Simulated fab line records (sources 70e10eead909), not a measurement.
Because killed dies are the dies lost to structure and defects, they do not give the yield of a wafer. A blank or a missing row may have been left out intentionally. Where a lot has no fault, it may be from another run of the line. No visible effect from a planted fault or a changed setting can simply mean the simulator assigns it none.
Chamber matching || flow nand harc || pecvd-02 running NHARC_A_M1_PRE_CLEAN_32: 3 sister chambers
The step time 12 s. 6 wafers are shown with their chamber, then 12 later ones without.

## WAFERS, EACH WITH ITS CHAMBER
{"wafer": "L079.3", "chamber": 1, "heater power w (W)": 584}
{"wafer": "L085.4", "chamber": 0, "heater power w (W)": 584}
{"wafer": "L085.6", "chamber": 2, "heater power w (W)": 734}
{"wafer": "L087.1", "chamber": 1, "heater power w (W)": 585}
{"wafer": "L087.2", "chamber": 2, "heater power w (W)": 725}
{"wafer": "L087.5", "chamber": 0, "heater power w (W)": 545}

## WAFERS MISSING THEIR CHAMBER
{"wafer": "L089.1", "heater power w (W)": 701}
{"wafer": "L089.3", "heater power w (W)": 704}
{"wafer": "L089.4", "heater power w (W)": 624}
{"wafer": "L090.2", "heater power w (W)": 540}
{"wafer": "L090.4", "heater power w (W)": 541}
{"wafer": "L090.5", "heater power w (W)": 643}
{"wafer": "L090.1", "heater power w (W)": 607}
{"wafer": "L090.3", "heater power w (W)": 637}
{"wafer": "L090.6", "heater power w (W)": 602}
{"wafer": "L095.1", "heater power w (W)": 617}
{"wafer": "L095.2", "heater power w (W)": 741}
{"wafer": "L095.3", "heater power w (W)": 605}

## CHAMBER TAKEN BY EACH
{"wafer": "L089.1", "from the rows above": 2, "in truth": 2}
{"wafer": "L089.3", "from the rows above": 2, "in truth": 2}
{"wafer": "L089.4", "from the rows above": "can't be placed: 1 or 0", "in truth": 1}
{"wafer": "L090.2", "from the rows above": "can't be placed: 0 or 1", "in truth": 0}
{"wafer": "L090.4", "from the rows above": "can't be placed: 0 or 1", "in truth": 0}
{"wafer": "L090.5", "from the rows above": "can't be placed: 1 or 0 or 2", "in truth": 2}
{"wafer": "L090.1", "from the rows above": "can't be placed: 1 or 0", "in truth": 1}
{"wafer": "L090.3", "from the rows above": "can't be placed: 1 or 0", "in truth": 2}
{"wafer": "L090.6", "from the rows above": "can't be placed: 1 or 0", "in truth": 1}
{"wafer": "L095.1", "from the rows above": "can't be placed: 1 or 0", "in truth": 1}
{"wafer": "L095.2", "from the rows above": 2, "in truth": 2}
{"wafer": "L095.3", "from the rows above": "can't be placed: 1 or 0", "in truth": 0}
Placed correctly: 3 of 12. Not placeable from these rows: 9 (in 8, the candidates include the true chamber). Placed wrongly: 0.
How it was worked out, from the rows above alone: a wafer's distance from a chamber is the root of the sum, over the readings, of the square of ((its reading less the chamber's mean) divided by the reading's scatter). The wafer belongs to the nearest chamber; if the next one is less than 2 further off, it can't be placed. A chamber's mean is the mean of its shown wafers. The scatter is the square root of a quotient: the sum, over the shown wafers, of each reading's squared deviation from its chamber's mean, divided by wafers minus chambers.
